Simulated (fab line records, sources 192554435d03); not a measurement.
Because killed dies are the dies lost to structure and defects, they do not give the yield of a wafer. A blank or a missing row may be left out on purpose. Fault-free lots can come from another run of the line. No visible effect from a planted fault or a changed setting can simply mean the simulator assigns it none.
fab line records | flow n5Finfet
record: lots: 9 | wafers: 27 | lastDay: 18
route steps=1938 shown MOL_CONTACT_COAG@548 BEOL_M4@1111 PASSIVATION@1936
lots that met no fault: taken from a fault-free run of the same line
startH: the number of hours between the record's first day and the start of the first shown wafer of the lot | waitH: hours from the lot's prior step to this one | " as in the row above | L1.1+2: a row that stands for several wafers | - either no value or no given start | * or withheld: withheld | < > ~ a bound
route shown NAME@n: NAME is a module with steps in the file, n the number in the route of the first one | usual: mean/standard deviation of fault-free wafers | same: alike in all rows | chamber/n: place in a boat | sites: readings site by site | _std_site: the values' standard deviation | _edge_site: outer sites' mean less inner sites' | radiusMm: for every site, how far away it sits from the centre of the wafer | mask NAME#n: copy n | behind: the last tool/chamber to shape the wafer | hold: reason for holding the lot/hours on hold/outcome of the hold | device: transistor that didn't switch, given as n, p or np | end of line: tests run on the same wafers once the route is complete | a step with no rows: only its recipe | killed: at the first sort, the dies lost to defects and structure; wafer yield is something else | map: a wafer's dies, marking killed ones x, the rest . and places with no die _
set.NAME: setting as actually run; set.NAME@STEP: the setting as run at that earlier step | model.NAME: the simulator's own value behind a step, which no gauge read
a sample of lots followed through the steps of the route, with each step as a table and each wafer as a row
services: a tool's chamber out of use, with start hour (startH, from the record's first day; less than 0 if before it), hours out, and reason
== steps ==
step: N5_MOL_CONTACT_COAG_CO_FILL_22
recipe: material: Co | targetThkA: 200 | tempC: 200 | precursor: CCTBA/H2 | pressureTorr: 30
usual: heaterPowerW: 251/30
lot.wafer | tool     | chamber | startH | waitH | heaterPowerW
L942.3    | cvdCo-01 | 1       | 108.13 | 0.1   | 318
L942.4    | "        | 2       | "      | "     | 239
L942.6    | "        | 0       | "      | "     | 227
L943.4    | cvdCo-01 | 0       | 115.19 | 0.4   | 226
L943.5    | "        | 1       | "      | "     | 317
L943.6    | "        | 2       | "      | "     | 242
L944.2    | cvdCo-02 | 2       | 120.72 | 0.1   | 264
L944.3    | "        | 0       | "      | "     | 224
L944.6    | "        | 0       | "      | "     | 228
L949.1    | cvdCo-02 | 1       | 150.16 | 0.1   | 235
L949.5    | "        | 0       | "      | "     | 227
L949.6    | "        | 1       | "      | "     | 234
L955.2    | cvdCo-01 | 0       | 187.02 | 0.1   | 227
L955.3    | "        | 1       | "      | "     | 323
L955.5    | "        | 0       | "      | "     | 221
L959.1    | cvdCo-01 | 1       | 210.38 | 0.1   | 315
L959.4    | "        | 1       | "      | "     | 316
L959.5    | "        | 2       | "      | "     | 239
L960.2    | cvdCo-01 | 1       | 221.25 | 0.1   | 328
L960.4    | "        | 2       | "      | "     | 236
L960.6    | "        | 1       | "      | "     | 317
L961.1    | cvdCo-02 | 0       | 228.22 | 0.1   | 227
L961.2    | "        | 1       | "      | "     | 241
L961.4    | "        | 0       | "      | "     | 231
L962.2    | cvdCo-02 | 0       | 235.30 | 0.1   | 232
L962.4    | "        | 1       | "      | "     | 235
L962.5    | "        | 2       | "      | "     | 273
step: N5_MOL_CONTACT_COAG_PRE_CLEAN_142
recipe: gas: H2/He | timeS: 60 | tempC: 300
usual: heaterPowerW: 473/53
lot.wafer | tool          | chamber | startH | waitH | heaterPowerW
L942.3    | pvdSputter-03 | -       | 111.14 | 1.8   | 441
L942.4    | "             | -       | "      | "     | 392
L942.6    | "             | -       | "      | "     | 492
L943.4    | pvdSputter-03 | -       | 116.54 | 0.4   | 475
L943.5    | "             | -       | "      | "     | 452
L943.6    | "             | -       | "      | "     | 392
L944.2    | pvdSputter-01 | -       | 123.68 | 1.6   | 387
L944.3    | "             | -       | "      | "     | 477
L944.6    | "             | -       | "      | "     | 486
L949.1    | pvdSputter-01 | -       | 152.84 | 1.9   | 492
L949.5    | "             | -       | "      | "     | 482
L949.6    | "             | -       | "      | "     | 384
L955.2    | pvdSputter-01 | -       | 190.84 | 2.9   | 489
L955.3    | "             | -       | "      | "     | 395
L955.5    | "             | -       | "      | "     | 457
L959.1    | pvdSputter-02 | -       | 213.12 | 2.0   | 548
L959.4    | "             | -       | "      | "     | 460
L959.5    | "             | -       | "      | "     | 553
L960.2    | pvdSputter-02 | -       | 224.25 | 2.1   | 583
L960.4    | "             | -       | "      | "     | 554
L960.6    | "             | -       | "      | "     | 542
L961.1    | pvdSputter-01 | -       | 230.53 | 1.4   | 389
L961.2    | "             | -       | "      | "     | 485
L961.4    | "             | -       | "      | "     | 454
L962.2    | pvdSputter-02 | -       | 237.74 | 1.5   | 490
L962.4    | "             | -       | "      | "     | 437
L962.5    | "             | -       | "      | "     | 448
step: N5_MOL_CONTACT_COAG_CMP_28
recipe: stopOn: SiNx | tOverpolishS: 0.85 | postCmpClean: alkalineBrush | downForcePsi: 4.15 | platenRpm: 51.8 | padVelocityMS: 1.0307 | targetThkNm: 14.522
usual: motorCurrentA: 12.0/0.92 | timeToEndpointS: 4.9/1.9
lot.wafer | tool   | chamber | startH | waitH | motorCurrentA | timeToEndpointS
L942.4    | cmp-01 | 3       | 114.00 | 0.8   | 10.7          | 2.5
L942.3    | "      | 2       | "      | "     | 12.6          | 5.0
L942.6    | "      | 0       | "      | "     | 13.6          | 1.9
L943.4    | cmp-03 | 2       | 119.21 | 0.8   | 12.1          | 6.3
L943.5    | "      | 1       | "      | "     | 11.9          | 4.6
L943.6    | "      | 2       | "      | "     | 11.8          | 6.4
L944.3    | cmp-03 | 1       | 126.34 | 0.8   | 12.4          | 7.9
L944.2    | "      | 2       | "      | "     | 12.1          | 7.1
L944.6    | "      | 0       | "      | "     | 10.2          | 7.7
L949.1    | cmp-01 | 2       | 155.57 | 0.8   | 13.3          | 3.5
L949.6    | "      | 1       | "      | "     | 13.1          | 4.5
L949.5    | "      | 2       | "      | "     | 13.0          | 5.9
L955.3    | cmp-02 | 0       | 193.50 | 0.8   | 12.6          | 6.4
L955.2    | "      | 2       | "      | "     | 11.5          | 3.4
L955.5    | "      | 0       | "      | "     | 13.4          | 5.9
L959.4    | cmp-03 | 1       | 215.79 | 0.8   | 11.5          | 4.2
L959.1    | "      | 3       | "      | "     | 12.3          | 5.9
L959.5    | "      | 1       | "      | "     | 12.4          | 3.2
L960.4    | cmp-02 | 3       | 226.91 | 0.8   | 11.6          | 1.0
L960.2    | "      | 1       | "      | "     | 11.3          | 5.6
L960.6    | "      | 3       | "      | "     | 12.1          | 4.7
L961.4    | cmp-03 | 3       | 233.15 | 0.8   | 11.6          | 5.6
L961.1    | "      | 1       | "      | "     | 12.6          | 5.8
L961.2    | "      | 2       | "      | "     | 12.3          | 5.4
L962.4    | cmp-02 | 2       | 240.52 | 0.8   | 11.7          | 2.5
L962.2    | "      | 3       | "      | "     | 12.0          | 6.5
L962.5    | "      | 2       | "      | "     | 11.9          | 5.2
step: N5_MOL_CONTACT_COAG_INSPECT_57
recipe: mode: adi | inspectInstrument: brightfield
usual: rawDefectCount: 210/64
lot.wafer | tool             | chamber | startH | waitH | rawDefectCount
L942.3    | defectInspect-02 | -       | 115.41 | 0.0   | 217
L942.4    | "                | -       | "      | "     | 121
L942.6    | "                | -       | "      | "     | 167
L943.4    | defectInspect-01 | -       | 120.89 | 0.0   | 158
L943.5    | "                | -       | "      | "     | 126
L943.6    | "                | -       | "      | "     | 182
L944.2    | defectInspect-02 | -       | 127.71 | 0.0   | 224
L944.3    | "                | -       | "      | "     | 284
L944.6    | "                | -       | "      | "     | 204
L949.1    | defectInspect-01 | -       | 156.80 | 0.1   | 235
L949.5    | "                | -       | "      | "     | 184
L949.6    | "                | -       | "      | "     | 1031
L955.2    | defectInspect-02 | -       | 194.85 | 0.0   | 134
L955.3    | "                | -       | "      | "     | 243
L955.5    | "                | -       | "      | "     | 154
L959.1    | defectInspect-02 | -       | 217.14 | 0.1   | 248
L959.4    | "                | -       | "      | "     | 221
L959.5    | "                | -       | "      | "     | 259
L960.2    | defectInspect-01 | -       | 228.30 | 0.0   | 182
L960.4    | "                | -       | "      | "     | 217
L960.6    | "                | -       | "      | "     | 242
L961.1    | defectInspect-02 | -       | 234.42 | 0.1   | 160
L961.2    | "                | -       | "      | "     | 165
L961.4    | "                | -       | "      | "     | 167
L962.2    | defectInspect-01 | -       | 241.98 | 0.0   | 214
L962.4    | "                | -       | "      | "     | 242
L962.5    | "                | -       | "      | "     | 203
step: N5_MOL_CONTACT_COAG_ETCH_89
recipe: chemistry: N2/H2 | target: underlayer | targetDepthA: 130 | maskMaterial: CAR-EUV | timeS: 10.4 | ionEnergyEv: 200 | pressureMtorr: 30 | sourceW: 840 | biasW: 150 | n2FlowSccm: 200 | h2FlowSccm: 200 | ends: cleared
usual: drypumpMotorCurrentA: 5.5/0.37 | etchRfOnTimeS: 10.44/0.2 | oesProductAu: 0.69/0.076 | rfVppV: 524.3/2.4 | showerheadPlenumPTorr: 2.56/0.086 | throttleValvePct: 17.8/0.33
lot.wafer | tool       | chamber | startH | waitH | drypumpMotorCurrentA | etchRfOnTimeS | oesProductAu | rfHoursCounterH | rfVppV | showerheadPlenumPTorr | throttleValvePct
L942.3    | rieDiel-04 | 0       | 115.48 | 0.0   | 5.4                  | 10.36         | 0.73         | 39              | 528.8  | 2.71                  | 18.1
L942.4    | "          | 1       | "      | "     | 5.8                  | 10.67         | 0.58         | 238             | 525.3  | 2.61                  | 18.0
L942.6    | "          | 3       | "      | "     | 5.5                  | 10.03         | 0.81         | -               | 524.8  | 2.60                  | 17.3
L943.4    | rieDiel-03 | 3       | 121.00 | 0.0   | 5.7                  | 10.58         | 0.58         | -               | 525.7  | 2.62                  | 18.5
L943.5    | "          | 3       | "      | "     | 5.7                  | 10.49         | 0.59         | -               | 527.0  | 2.62                  | 18.5
L943.6    | "          | 1       | "      | "     | 5.6                  | 10.87         | 0.60         | -               | 524.1  | 2.51                  | 17.9
L944.2    | rieDiel-03 | 0       | 128.48 | 0.0   | 5.0                  | 10.42         | 0.77         | 20              | 523.3  | 2.49                  | 17.8
L944.3    | "          | 2       | "      | "     | 5.7                  | 10.48         | 0.79         | 8               | 528.4  | 2.71                  | 17.4
L944.6    | "          | 1       | "      | "     | 5.6                  | 10.87         | 0.60         | -               | 523.4  | 2.51                  | 17.9
L949.1    | rieDiel-06 | 0       | 156.86 | 0.0   | 5.5                  | 10.61         | 0.62         | 186             | 522.7  | 2.53                  | 17.6
L949.5    | "          | 1       | "      | "     | 5.3                  | 10.26         | 0.66         | -               | 521.1  | 2.46                  | 18.2
L949.6    | "          | 2       | "      | "     | 5.0                  | 10.36         | 0.71         | -               | 520.1  | 2.47                  | 18.0
L955.2    | rieDiel-03 | 3       | 195.01 | 0.0   | 5.6                  | 10.37         | 0.84         | 5               | 525.1  | 2.61                  | 18.1
L955.3    | "          | 0       | "      | "     | 5.1                  | 10.45         | 0.73         | 47              | 522.5  | 2.48                  | 17.8
L955.5    | "          | 2       | "      | "     | 5.7                  | 10.52         | 0.75         | -               | 529.7  | 2.70                  | 17.4
L959.1    | rieDiel-03 | 2       | 217.21 | 0.0   | 5.7                  | 10.56         | 0.73         | 42              | 527.7  | 2.70                  | 17.4
L959.4    | "          | 2       | "      | "     | 5.7                  | 10.50         | 0.74         | -               | 526.3  | 2.70                  | 17.5
L959.5    | "          | 3       | "      | "     | 5.7                  | 10.39         | 0.81         | -               | 523.2  | 2.61                  | 18.1
L960.2    | rieDiel-06 | 1       | 228.88 | 0.0   | 5.3                  | 10.51         | 0.64         | 151             | 520.9  | 2.45                  | 18.2
L960.4    | "          | 1       | "      | "     | 5.3                  | 10.35         | 0.64         | -               | 522.5  | 2.45                  | 18.2
L960.6    | "          | 0       | "      | "     | 5.5                  | 10.70         | 0.61         | -               | 522.0  | 2.52                  | 17.7
L961.1    | rieDiel-03 | 2       | 234.48 | 0.0   | 5.7                  | 10.43         | 0.73         | 51              | 527.4  | 2.69                  | 17.5
L961.2    | "          | 0       | "      | "     | 5.1                  | 10.45         | 0.72         | 64              | 521.3  | 2.47                  | 17.8
L961.4    | "          | 0       | "      | "     | 5.1                  | 10.51         | 0.71         | -               | 519.1  | 2.47                  | 17.8
L962.2    | rieDiel-03 | 0       | 242.29 | 0.0   | 5.1                  | 10.56         | 0.71         | 67              | 522.3  | 2.47                  | 17.9
L962.4    | "          | 1       | "      | "     | 5.6                  | 10.56         | 0.80         | 6               | 522.6  | 2.50                  | 17.5
L962.5    | "          | 2       | "      | "     | 5.7                  | 10.52         | 0.72         | -               | 527.5  | 2.69                  | 17.5
step: N5_BEOL_M4_RC_MEAS_101
usual: DIBL_N: 36.4/1.4 | DIBL_P: 36.3/1.8 | IOFF_N: 0.163/0.024 | IOFF_P: 0.21/0.034 | ION_N: 673/11 | ION_P: 461/7.4 | SS_N: 71.6/0.52 | SS_P: 73.3/0.58 | VT_N: 249.4/2.5 | VT_P: -250/3.5
lot.wafer | tool      | chamber | startH | waitH | DIBL_N[mV/V] | DIBL_P[mV/V] | IOFF_N[nA/um] | IOFF_P[nA/um] | ION_N[uA/um] | ION_P[uA/um] | SS_N[mV/dec] | SS_P[mV/dec] | VT_N[mV] | VT_P[mV]
L942.3    | prober-02 | 0       | 186.20 | 0.3   | 36.8         | 37.2         | 0.173         | 0.19          | 674          | 449          | 71.8         | 73.8         | 246.7    | -254
L942.4    | "         | 0       | "      | "     | 36.2         | 36.3         | 0.167         | 0.19          | 685          | 455          | 71.4         | 72.5         | 246.7    | -254
L942.6    | "         | 0       | "      | "     | 35.0         | 35.3         | 0.147         | 0.17          | 668          | 453          | 71.9         | 72.8         | 251.3    | -254
L943.4    | prober-02 | 0       | 192.36 | 0.5   | 34.6         | 33.8         | 0.118         | 0.20          | 651          | 458          | 70.6         | 72.5         | 254.1    | -248
L943.5    | "         | 0       | "      | "     | 36.9         | 36.4         | 0.154         | 0.25          | 661          | 462          | 72.2         | 72.9         | 247.8    | -247
L943.6    | "         | 0       | "      | "     | 37.7         | 38.1         | 0.176         | 0.27          | 682          | 477          | 72.1         | 74.1         | 249.6    | -243
L944.2    | prober-01 | 0       | 201.78 | 0.2   | 37.5         | 38.4         | 0.198         | 0.24          | 678          | 458          | 72.5         | 74.3         | 247.3    | -249
L944.3    | "         | 0       | "      | "     | 39.0         | 39.6         | 0.209         | 0.26          | 679          | 460          | 72.6         | 74.2         | 246.0    | -252
L944.6    | "         | 0       | "      | "     | 37.6         | 38.6         | 0.190         | 0.24          | 682          | 469          | 71.7         | 73.8         | 248.4    | -249
L949.1    | prober-02 | 0       | 218.60 | 0.0   | 37.4         | 37.7         | 0.189         | 0.24          | 675          | 464          | 71.9         | 73.2         | 245.7    | -250
L949.5    | "         | 0       | "      | "     | 37.1         | 37.6         | 0.195         | 0.24          | 708          | 472          | 71.1         | 73.7         | 246.1    | -247
L949.6    | "         | 0       | "      | "     | 35.2         | 35.3         | 0.146         | 0.20          | 686          | 470          | 71.2         | 73.1         | 252.9    | -251
L955.2    | prober-02 | 0       | 261.20 | 0.2   | 37.7         | 35.9         | 0.174         | 0.21          | 663          | 451          | 72.5         | 73.4         | 252.2    | -249
L955.3    | "         | 0       | "      | "     | 35.0         | 33.7         | 0.124         | 0.17          | 661          | 455          | 71.4         | 73.3         | 254.1    | -250
L955.5    | "         | 0       | "      | "     | 35.7         | 33.7         | 0.138         | 0.17          | 653          | 448          | 71.8         | 72.7         | 252.6    | -256
L959.1    | prober-01 | 0       | 286.41 | 0.0   | 39.8         | 39.1         | 0.201         | 0.26          | 667          | 458          | 71.8         | 74.0         | 250.8    | -245
L959.4    | "         | 0       | "      | "     | 38.6         | 37.8         | 0.186         | 0.25          | 684          | 467          | 71.5         | 73.6         | 249.1    | -245
L959.5    | "         | 0       | "      | "     | 38.2         | 37.4         | 0.171         | 0.23          | 666          | 463          | 71.7         | 73.3         | 248.9    | -247
L961.1    | prober-02 | 0       | 300.13 | 0.0   | 35.3         | 31.4         | 0.130         | 0.15          | 674          | 453          | 71.3         | 72.9         | 250.6    | -258
L961.2    | "         | 0       | "      | "     | 34.5         | 30.9         | 0.117         | 0.14          | 669          | 450          | 70.8         | 72.6         | 251.5    | -257
L961.4    | "         | 0       | "      | "     | 35.9         | 32.4         | 0.137         | 0.16          | 660          | 446          | 70.6         | 72.0         | 250.8    | -255
L960.2    | prober-02 | 0       | 303.23 | 0.2   | 35.1         | 34.8         | 0.137         | 0.19          | 665          | 460          | 70.9         | 73.0         | 250.8    | -250
L960.4    | "         | 0       | "      | "     | 36.0         | 35.2         | 0.146         | 0.20          | 666          | 455          | 71.1         | 72.9         | 251.1    | -250
L960.6    | "         | 0       | "      | "     | 35.1         | 35.0         | 0.142         | 0.20          | 662          | 456          | 70.9         | 72.6         | 248.0    | -248
L962.2    | prober-01 | 0       | 306.09 | 0.2   | 37.4         | 35.5         | 0.158         | 0.23          | 674          | 466          | 71.0         | 73.2         | 249.3    | -247
L962.4    | "         | 0       | "      | "     | 40.3         | 38.7         | 0.217         | 0.30          | 691          | 465          | 72.4         | 73.9         | 245.3    | -242
L962.5    | "         | 0       | "      | "     | 36.6         | 33.9         | 0.146         | 0.22          | 656          | 458          | 71.6         | 72.1         | 254.2    | -247
step: N5_PASSIVATION_PROBE_49
usual: defectLimitedYield: 91.4/1.6 | killed_at_M0_to_M3: 34/12 | killed_at_M4_up: 13/5.2 | killedAtContacts: 11/5.5 | killedAtFrontEnd: 40/13 | killedAtOther: 3.4/2.7 | killedDies: 102/19 | killedOnRim: 13/4.3 | killedOpen: 66/15 | killedShort: 33/7.9 | sort_bin_5_function: 5.1/1.1 | sort_bin_6_memory: 3.2/0.7 | sortNPass: 1078/19 | sortYieldPct: 91.4/1.6
same: grossDies: 1180 | killedAtBackSide: 0 | sort_bin_4_leakage[%]: 0 | sort_bin_8_speed[%]: 0
lot.wafer | tool      | chamber | startH | waitH | defectLimitedYield[%] | killed_at_M0_to_M3 | killed_at_M4_up | killedAtContacts | killedAtFrontEnd | killedAtOther | killedDies | killedOnRim | killedOpen | killedShort | sort_bin_5_function[%] | sort_bin_6_memory[%] | sortNPass | sortYieldPct[%]
L943.4    | prober-01 | -       | 298.06 | 0.2   | 93.8                  | 11                 | 22              | 4                | 31               | 5             | 73         | 8           | 42         | 28          | 4.4                    | 1.6                  | 1107      | 93.8
L943.5    | prober-01 | -       | 298.11 | 0.2   | 94.4                  | 16                 | 15              | 3                | 29               | 3             | 66         | 5           | 41         | 22          | 3.2                    | 2.4                  | 1114      | 94.4
L943.6    | prober-01 | -       | 298.16 | 0.3   | 94.0                  | 24                 | 17              | 11               | 17               | 2             | 71         | 9           | 48         | 20          | 2.9                    | 3.1                  | 1109      | 94.0
L944.2    | prober-01 | -       | 302.38 | 0.1   | 92.8                  | 22                 | 8               | 4                | 44               | 7             | 85         | 8           | 45         | 40          | 4.3                    | 2.8                  | 1095      | 92.8
L944.3    | prober-01 | -       | 302.43 | 0.1   | 91.0                  | 49                 | 9               | 8                | 39               | 1             | 106        | 17          | 79         | 27          | 6.0                    | 2.8                  | 1074      | 91.0
L944.6    | prober-01 | -       | 302.58 | 0.3   | 93.6                  | 29                 | 15              | 6                | 23               | 2             | 75         | 7           | 40         | 34          | 3.4                    | 2.8                  | 1105      | 93.6
L949.1    | prober-02 | -       | 321.67 | 0.0   | 91.8                  | 36                 | 13              | 5                | 36               | 7             | 97         | 10          | 60         | 32          | 5.3                    | 2.7                  | 1083      | 91.8
L949.5    | prober-02 | -       | 321.87 | 0.2   | 93.4                  | 40                 | 6               | 9                | 19               | 4             | 78         | 9           | 57         | 19          | 3.6                    | 2.8                  | 1102      | 93.4
L949.6    | prober-02 | -       | 321.92 | 0.3   | 43.1                  | 33                 | 9               | 591              | 34               | 5             | 672        | 95          | 56         | 34          | 36.2                   | 16.6                 | 508       | 43.1
L961.1    | prober-01 | -       | 417.66 | 0.0   | 90.0                  | 36                 | 8               | 14               | 52               | 8             | 118        | 10          | 82         | 35          | 5.1                    | 4.0                  | 1062      | 90.0
L961.2    | prober-01 | -       | 417.71 | 0.1   | 91.0                  | 25                 | 16              | 13               | 45               | 7             | 106        | 18          | 70         | 35          | 4.7                    | 4.2                  | 1074      | 91.0
L961.4    | prober-01 | -       | 417.81 | 0.2   | 91.8                  | 34                 | 7               | 7                | 47               | 2             | 97         | 11          | 59         | 38          | 4.6                    | 3.3                  | 1083      | 91.8
L960.2    | prober-01 | -       | 422.27 | 0.1   | 91.7                  | 35                 | 14              | 5                | 44               | 0             | 98         | 14          | 67         | 27          | 5.6                    | 2.5                  | 1082      | 91.7
L960.4    | prober-01 | -       | 422.37 | 0.2   | 90.9                  | 31                 | 10              | 11               | 52               | 3             | 107        | 11          | 59         | 44          | 5.8                    | 2.7                  | 1073      | 90.9
L960.6    | prober-01 | -       | 422.47 | 0.3   | 91.2                  | 37                 | 16              | 5                | 46               | 0             | 104        | 11          | 73         | 29          | 5.7                    | 3.0                  | 1076      | 91.2
killed by level:class
L943.4 STI_FIN_REVEAL:geometricParticle:open=9 BEOL_M4:geometricParticle:open=8 GATE_CUT:geometricParticle:short=5 STI_FIN_REVEAL:geometricParticle:short=4 STARTING-WAFER:geometricParticle:short=4 GATE_CUT:geometricParticle:open=3 MOL_CONTACT_COAG:geometricParticle:open=3 BEOL_M0_SAQP:geometricParticle:short=3
L943.5 FIN_SAQP:geometricParticle:short=6 DUMMY_GATE:geometricParticle:open=6 BEOL_M1:geometricParticle:open=6 STI_FIN_REVEAL:geometricParticle:open=4 BEOL_M2:geometricParticle:open=4 BEOL_M4:geometricParticle:open=4 BEOL_M4:geometricParticle:short=4 GATE_CUT:geometricParticle:short=3
L943.6 MOL_CONTACT_COAG:geometricParticle:open=9 BEOL_M2:geometricParticle:open=6 BEOL_M0_SAQP:geometricParticle:open=5 BEOL_M2:geometricParticle:short=5 BEOL_M4:geometricParticle:open=5 BEOL_M0_SAQP:geometricParticle:short=4 BEOL_M1:geometricParticle:open=4 STARTING-WAFER:geometricParticle:open=3
L944.2 FIN_SAQP:geometricParticle:short=9 BEOL_M0_SAQP:geometricParticle:short=9 STI_FIN_REVEAL:geometricParticle:open=8 FIN_SAQP:geometricParticle:open=5 BEOL_M0_SAQP:geometricParticle:open=5 GATE_CUT:geometricParticle:short=4 MOL_CONTACT_COAG:geometricParticle:open=4 BEOL_M2:geometricParticle:open=4
L944.3 FIN_SAQP:geometricParticle:open=18 BEOL_M0_SAQP:geometricParticle:open=18 BEOL_M0_SAQP:geometricParticle:short=12 FIN_SAQP:geometricParticle:short=7 MOL_CONTACT_COAG:geometricParticle:open=7 BEOL_M3:geometricParticle:open=6 BEOL_M1:geometricParticle:open=5 BEOL_M2:geometricParticle:open=5
L944.6 BEOL_M0_SAQP:geometricParticle:short=11 BEOL_M0_SAQP:geometricParticle:open=8 BEOL_M4:geometricParticle:open=6 FIN_SAQP:geometricParticle:short=4 STI_FIN_REVEAL:geometricParticle:open=4 GATE_CUT:geometricParticle:short=4 MOL_CONTACT_COAG:geometricParticle:open=4 FIN_SAQP:geometricParticle:open=3
L949.1 BEOL_M2:geometricParticle:open=12 FIN_SAQP:geometricParticle:short=6 BEOL_M1:geometricParticle:open=6 STARTING-WAFER:geometricParticle:short=6 FIN_SAQP:geometricParticle:open=5 STI_FIN_REVEAL:geometricParticle:open=5 BEOL_M3:geometricParticle:open=5 MOL_CONTACT_COAG:geometricParticle:open=4
L949.5 BEOL_M0_SAQP:geometricParticle:open=11 BEOL_M0_SAQP:geometricParticle:short=10 BEOL_M1:geometricParticle:open=10 STI_FIN_REVEAL:geometricParticle:open=7 MOL_CONTACT_COAG:geometricParticle:open=7 DUMMY_GATE:geometricParticle:open=4 BEOL_M2:geometricParticle:open=3 FIN_SAQP:geometricParticle:open=2
L949.6 MOL_CONTACT_COAG:unspecified=582 BEOL_M0_SAQP:geometricParticle:open=11 FIN_SAQP:geometricParticle:open=10 BEOL_M0_SAQP:geometricParticle:short=9 MOL_CONTACT_COAG:geometricParticle:open=7 ILD0:geometricParticle:short=6 FIN_SAQP:geometricParticle:short=5 STI_FIN_REVEAL:geometricParticle:open=4
L961.1 MOL_CONTACT_COAG:geometricParticle:open=11 FIN_SAQP:geometricParticle:short=9 BEOL_M1:geometricParticle:open=9 BEOL_M2:geometricParticle:open=9 FIN_SAQP:geometricParticle:open=8 STI_FIN_REVEAL:geometricParticle:open=8 BEOL_M3:geometricParticle:open=8 DUMMY_GATE:geometricParticle:open=6
L961.2 FIN_SAQP:geometricParticle:short=10 MOL_CONTACT_COAG:geometricParticle:open=10 STI_FIN_REVEAL:geometricParticle:open=7 DUMMY_GATE:geometricParticle:open=7 BEOL_M3:geometricParticle:open=7 BEOL_M1:geometricParticle:open=6 FIN_SAQP:geometricParticle:open=4 BEOL_M0_SAQP:geometricParticle:short=4
L961.4 FIN_SAQP:geometricParticle:short=12 BEOL_M2:geometricParticle:open=10 FIN_SAQP:geometricParticle:open=8 STI_FIN_REVEAL:geometricParticle:open=8 BEOL_M0_SAQP:geometricParticle:short=7 BEOL_M1:geometricParticle:open=7 BEOL_M3:geometricParticle:open=5 MOL_CONTACT_COAG:geometricParticle:open=4
L960.2 STI_FIN_REVEAL:geometricParticle:open=14 BEOL_M0_SAQP:geometricParticle:short=10 BEOL_M0_SAQP:geometricParticle:open=9 BEOL_M1:geometricParticle:open=9 BEOL_M4:geometricParticle:open=6 MOL_CONTACT_COAG:geometricParticle:open=5 FIN_SAQP:geometricParticle:open=4 FIN_SAQP:geometricParticle:short=3
L960.4 BEOL_M0_SAQP:geometricParticle:short=14 STI_FIN_REVEAL:geometricParticle:open=11 MOL_CONTACT_COAG:geometricParticle:open=10 FIN_SAQP:geometricParticle:short=7 FIN_SAQP:geometricParticle:open=6 GATE_CUT:geometricParticle:open=6 BEOL_M0_SAQP:geometricParticle:open=6 GATE_CUT:geometricParticle:short=5
L960.6 FIN_SAQP:geometricParticle:open=13 STI_FIN_REVEAL:geometricParticle:open=11 BEOL_M0_SAQP:geometricParticle:short=9 BEOL_M2:geometricParticle:open=7 BEOL_M0_SAQP:geometricParticle:open=7 BEOL_M6:geometricParticle:open=6 BEOL_M1:geometricParticle:open=6 DUMMY_GATE:geometricParticle:open=5
== services ==
tool          | chamber | startH | hours | kind
rieDiel-03    | 0       | 111.09 | 14.0  | repair
cvdCo-02      | 1       | 114.67 | -     | clean
cvdCo-02      | 1       | 114.67 | 22.0  | scheduledDown
cvdCo-02      | 1       | 114.67 | 22.0  | ventCycle
pvdSputter-03 | -       | 134.61 | 4.0   | repair
cvdCo-01      | -       | 136.95 | 16.5  | repair
cmp-03        | -       | 140.57 | 2.4   | repair
rieDiel-03    | 3       | 148.21 | -     | clean
rieDiel-03    | 3       | 148.21 | -     | consumableReplace:focusRing
rieDiel-03    | 3       | 148.21 | 29.4  | scheduledDown
rieDiel-03    | 3       | 148.21 | 29.4  | ventCycle
cmp-02        | -       | 150.80 | 4.0   | pm
cmp-03        | -       | 155.77 | 4.0   | pm
cvdCo-01      | -       | 206.43 | 0.5   | repair
rieDiel-03    | 1       | 211.40 | -     | clean
rieDiel-03    | 1       | 211.40 | -     | consumableReplace:focusRing
rieDiel-03    | 1       | 211.40 | 17.4  | scheduledDown
rieDiel-03    | 1       | 211.40 | 17.4  | ventCycle
cmp-02        | -       | 215.18 | 2.3   | repair
cmp-03        | -       | 220.46 | 0.3   | repair
rieDiel-06    | 3       | 226.21 | 11.0  | repair
cmp-03        | -       | 226.68 | 4.0   | pm
cmp-01        | -       | 230.12 | 0.3   | repair
cmp-03        | -       | 240.87 | 2.0   | repair
== key ==
firstSign: step: N5_MOL_CONTACT_COAG_INSPECT_57 | reading: rawDefectCount | direction: up | sigmas: 13 | usual: 210 | struck: 1031
effect: step: N5_PASSIVATION_PROBE_49 | reading: killedAtContacts | direction: up | sigmas: 99+ | usual: 11 | struck: 591
moreKillsBornAt: N5_MOL_CONTACT_COAG_CMP_28@cmp-01: 582
metAt N5_MOL_CONTACT_COAG_CMP_28
struckLots L949
struckWafers L949.6
notActingAt N5_MOL_CONTACT_COAG_CO_FILL_22,N5_MOL_CONTACT_COAG_PRE_CLEAN_142,N5_MOL_CONTACT_COAG_ETCH_89
fault: kind: chamberParticleSource | tool: cmp-01 | chamber: 1 | onsetH: 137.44 | steps: N5_MOL_CONTACT_COAG_CMP_28 | ratePerVisitCm2: 1.2997 | endH: 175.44
